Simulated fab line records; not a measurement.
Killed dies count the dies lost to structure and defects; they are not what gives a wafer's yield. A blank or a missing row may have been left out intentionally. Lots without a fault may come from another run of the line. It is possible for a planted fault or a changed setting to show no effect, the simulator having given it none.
Which tool is to blame? ; flow nandHarc ; 21 wafers from 7 lots sampled at 3 of the route's 1159 steps

## WHAT EACH GAUGE READ, for each wafer
NHARC_P_GATE_CD_MEAS_11: target cd 1640 nm.
lot;measured;on;cdNm (nm)
L372;day 4 10:02;cdSem-02;1640.2 1640.7 1641.7
L376;day 5 02:07;cdSem-02;1642.4 1640.2 1638.3
L378;day 5 19:46;cdSem-01;1640.2 1638.1 1638.8
L381;day 6 09:54;cdSem-03;1637.8 1638.2 1637.7
L385;day 7 10:31;cdSem-01;1636.8 1639.3 1640.1
L390;day 8 15:58;cdSem-03;- - -
L394;day 9 17:01;cdSem-02;1639.2 1639.4 1640.1

## TOOL THAT RAN EACH LOT (tool first, then ch and the chambers of the sampled wafers, then the start)
lot;NHARC_P_ZERO_WELL_ETCH_63;NHARC_P_GATE_EXPOSE_08
L372;rieSi-01 ch 0,3, day 1 19:32;krfScanner-02 ch 0, day 4 09:53
L376;rieSi-03 ch 0,1,3, day 2 19:32;krfScanner-04 ch 0, day 5 01:57
L378;rieSi-03 ch 2,3, day 3 07:40;krfScanner-02 ch 0, day 5 19:36
L381;rieSi-04 ch 0,2,3, day 4 01:39;krfScanner-02 ch 0, day 6 09:45
L385;rieSi-04 ch 1,2,3, day 5 01:41;krfScanner-04 ch 0, day 7 10:21
L390;rieSi-03 ch 0,2,3, day 6 07:43;krfScanner-02, day 8 15:49
L394;rieSi-03 ch 0,1, day 7 07:40;krfScanner-03 ch 0, day 9 16:52
- NHARC_P_ZERO_WELL_ETCH_63: etches the open film in HBr/Cl2, target depth 120 nm, time 40.1 s.
- NHARC_P_GATE_EXPOSE_08: exposes mask P HV.

## THE ANSWER, worked out from the rows above alone
Rule: usual is defined by the lots themselves. Put in order of their means at a reading, lots are off if they are a third of the lots or fewer, leave a main group of 4 or more, and stand apart from it by a gap of 3 or more times the standard deviation of the main group's means; of several such gaps the widest counts. If all means in a main group match to the digits the tables above print for the reading, that group is not used. Also off: a lot with no number at a reading for which 4 or more lots have one. Any other lot the step has rows for is counted as sound.
Off, at NHARC_P_GATE_CD_MEAS_11 on cdNm: L390. Without a number there: L390. The main group has a mean of 1639.4 nm with a standard deviation of 0.98.
A tool fits if, at a process step before that reading, it ran every lot that is off, and no sound lot after the first of them. Those tools and the gauges at NHARC_P_GATE_CD_MEAS_11 are tried in the same way. Undecided on this evidence; 2 tools fit (krfScanner-02 at NHARC_P_GATE_EXPOSE_08, cdSem-03 at NHARC_P_GATE_CD_MEAS_11).

## WHAT THE SIMULATOR HAD PUT IN
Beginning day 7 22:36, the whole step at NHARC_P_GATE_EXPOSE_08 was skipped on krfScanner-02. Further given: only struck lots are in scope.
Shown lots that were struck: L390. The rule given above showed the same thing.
